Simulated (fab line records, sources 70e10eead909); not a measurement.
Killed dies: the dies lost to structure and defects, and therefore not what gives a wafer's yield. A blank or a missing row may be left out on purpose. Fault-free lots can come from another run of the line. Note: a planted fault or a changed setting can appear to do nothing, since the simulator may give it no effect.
The tool behind it: which one? || flow nand-harc || 7 lots with 21 wafers sampled at 3 steps, on a route of 1302 steps

== WHAT THE GAUGES SHOWED, per wafer ==
NHARC_A_ONON_D2_THK_MEAS_11: measures by ellipsometry.
{"lot": "L580", "measured": "day 12 20:09", "on": "film-metro-02", "thk-nm (nm)": "981 980 981"}
{"lot": "L582", "measured": "day 13 13:16", "on": "film-metro-01", "thk-nm (nm)": "999 996 999"}
{"lot": "L584", "measured": "day 14 12:04", "on": "film-metro-01", "thk-nm (nm)": "998 996 997"}
{"lot": "L588", "measured": "day 16 20:02", "on": "film-metro-01", "thk-nm (nm)": "998 996 995"}
{"lot": "L597", "measured": "day 20 06:43", "on": "film-metro-01", "thk-nm (nm)": "1003 1003 1004"}
{"lot": "L599", "measured": "day 20 18:52", "on": "film-metro-02", "thk-nm (nm)": "988 987 430"}
{"lot": "L602", "measured": "day 22 11:11", "on": "film-metro-02", "thk-nm (nm)": "1011 1012 1011"}

== TOOL THAT RAN EACH LOT (tool first, then ch and the chambers of the sampled wafers, then the start) ==
{"lot": "L580", "NHARC_A_DECK1_JOINT_CMP_02": "cmp-02 ch 0,1,2, day 12 17:13", "NHARC_A_ONON_D2_DEP_09": "pecvd-onon-03 ch 0, day 12 19:42"}
{"lot": "L582", "NHARC_A_DECK1_JOINT_CMP_02": "cmp-01 ch 0,1,2, day 13 10:19", "NHARC_A_ONON_D2_DEP_09": "pecvd-onon-01 ch 0, day 13 12:44"}
{"lot": "L584", "NHARC_A_DECK1_JOINT_CMP_02": "cmp-02 ch 2,3, day 14 09:05", "NHARC_A_ONON_D2_DEP_09": "pecvd-onon-03 ch 0, day 14 11:37"}
{"lot": "L588", "NHARC_A_DECK1_JOINT_CMP_02": "cmp-01 ch 0,2, day 16 16:49", "NHARC_A_ONON_D2_DEP_09": "pecvd-onon-04 ch 0, day 16 19:32"}
{"lot": "L597", "NHARC_A_DECK1_JOINT_CMP_02": "cmp-04 ch 0,2,3, day 20 03:44", "NHARC_A_ONON_D2_DEP_09": "pecvd-onon-04 ch 0, day 20 06:19"}
{"lot": "L599", "NHARC_A_DECK1_JOINT_CMP_02": "cmp-04 ch 0,1,3, day 20 15:56", "NHARC_A_ONON_D2_DEP_09": "pecvd-onon-03 ch 0, day 20 18:31"}
{"lot": "L602", "NHARC_A_DECK1_JOINT_CMP_02": "cmp-01 ch 0,1, day 22 08:08", "NHARC_A_ONON_D2_DEP_09": "pecvd-onon-01 ch 0, day 22 10:47"}
- NHARC_A_DECK1_JOINT_CMP_02: polishes SiOx.
- NHARC_A_ONON_D2_DEP_09: target thk 1000 nm.

== THE ANSWER, worked out from the rows above alone ==
Rule: the lots themselves supply what counts as usual. Put in order of their means at a reading, lots are off if they are a third of the lots or fewer, leave a main group of 4 or more, and stand apart from it by a gap of 3 or more times the standard deviation of the main group's means; of several such gaps the widest counts. If all means in a main group match to the digits the tables above print for the reading, that group is not used. Also off: a lot with no number at a reading for which 4 or more lots have one. Where the step has rows for the other lots, those lots are counted as sound.
Off at NHARC_A_ONON_D2_THK_MEAS_11 (thk-nm): L599. For the main group the mean is 998 nm and the standard deviation 9.2.
A tool fits if, at a process step before that reading, it ran every lot that is off, and no sound lot after the first of them. Those tools and the gauges at NHARC_A_ONON_D2_THK_MEAS_11 are tried in the same way. Can't be told from this: 2 tools fit, cmp-04 at NHARC_A_DECK1_JOINT_CMP_02, pecvd-onon-03 at NHARC_A_ONON_D2_DEP_09.

== WHAT THE SIMULATOR HAD PUT IN ==
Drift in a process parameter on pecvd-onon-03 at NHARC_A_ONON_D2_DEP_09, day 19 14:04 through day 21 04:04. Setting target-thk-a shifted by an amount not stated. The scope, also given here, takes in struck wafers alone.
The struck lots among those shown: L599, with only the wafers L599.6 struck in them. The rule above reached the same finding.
